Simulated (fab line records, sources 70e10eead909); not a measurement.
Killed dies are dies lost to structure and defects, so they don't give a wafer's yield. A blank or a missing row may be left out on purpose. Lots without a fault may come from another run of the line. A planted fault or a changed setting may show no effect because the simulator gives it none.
Chamber matching | flow nand_harc | NHARC_A_CHANNEL_HOLE_D1_ETCH_39 on rie_diel-08: 4 sister chambers
The step etches the open film in N2/H2, target depth 260 nm, time 325 s. 20 wafers are shown with their chamber, then 9 later ones without.

WAFERS WITH THEIR CHAMBER
wafer  | chamber | drypump_motor_current_A (A) | rf_vpp_V (V) | oes_product_au (a.u.)
L632.2 | 1       | 6.2                         | 427.2        | 1.006
L632.3 | 2       | 5.3                         | 431.5        | 0.995
L632.6 | 2       | 5.4                         | 432.7        | 1.010
L634.3 | 1       | 6.2                         | 428.5        | 0.998
L634.5 | 0       | 5.2                         | 433.5        | 1.001
L634.6 | 1       | 6.2                         | 427.4        | 1.000
L635.1 | 1       | 6.2                         | 426.7        | 0.999
L635.3 | 2       | 5.4                         | 431.9        | 1.012
L635.5 | 2       | 5.4                         | 432.6        | 1.005
L636.1 | 2       | 5.3                         | 431.6        | 1.007
L636.2 | 3       | 5.7                         | 427.7        | 0.995
L636.5 | 3       | 5.7                         | 426.8        | 0.993
L639.1 | 0       | 5.2                         | 434.4        | 1.007
L639.2 | 3       | 5.7                         | 426.1        | 0.999
L639.6 | 2       | 5.3                         | 431.8        | 0.997
L641.5 | 3       | 5.7                         | 427.4        | 1.004
L643.2 | 0       | 5.2                         | 433.9        | 1.006
L649.2 | 2       | 5.4                         | 431.6        | 1.005
L649.4 | 1       | 6.2                         | 426.4        | 0.981
L649.5 | 3       | 5.7                         | 428.3        | 0.983

SIGNATURES (means of the wafers above)
reading                 | chamber 0 | chamber 1 | chamber 2 | chamber 3 | scatter within a chamber
drypump_motor_current_A | 5.200     | 6.200     | 5.357     | 5.700     | 0.0327
rf_vpp_V                | 433.933   | 427.240   | 431.957   | 427.260   | 0.677
oes_product_au          | 1.00467   | 0.99680   | 1.00443   | 0.99480   | 0.00731
Rule: a wafer's distance from a chamber is the root of the sum, over the readings, of the square of ((its reading less the chamber's mean) divided by the reading's scatter). The wafer belongs to the nearest chamber; if the next one is less than 2 further off, it can't be placed. The scatter: the root of (the sum of the squares of (reading less its chamber's mean) over the shown wafers, divided by (wafers less chambers)).

WAFERS WITHOUT THEIR CHAMBER
wafer  | drypump_motor_current_A (A) | rf_vpp_V (V) | oes_product_au (a.u.)
L652.1 | 5.7                         | 426.4        | 1.005
L652.3 | 5.4                         | 431.1        | 0.992
L652.6 | 5.4                         | 431.8        | 0.991
L653.1 | 6.2                         | 426.3        | 1.001
L653.2 | 5.7                         | 427.1        | 1.007
L653.3 | 5.2                         | 433.0        | 1.012
L655.1 | 5.7                         | 426.4        | 0.997
L655.2 | 6.2                         | 426.7        | 1.006
L655.3 | 5.4                         | 432.8        | 0.995

WHICH CHAMBER EACH WENT THROUGH
wafer  | from the rows above | in truth
L652.1 | 3                   | 3
L652.3 | 2                   | 2
L652.6 | 2                   | 2
L653.1 | 1                   | 1
L653.2 | 3                   | 3
L653.3 | 0                   | 0
L655.1 | 3                   | 3
L655.2 | 1                   | 1
L655.3 | 2                   | 2
Placed correctly: 9 of 9. Can't be placed from these rows: 0. Placed wrongly: 0.
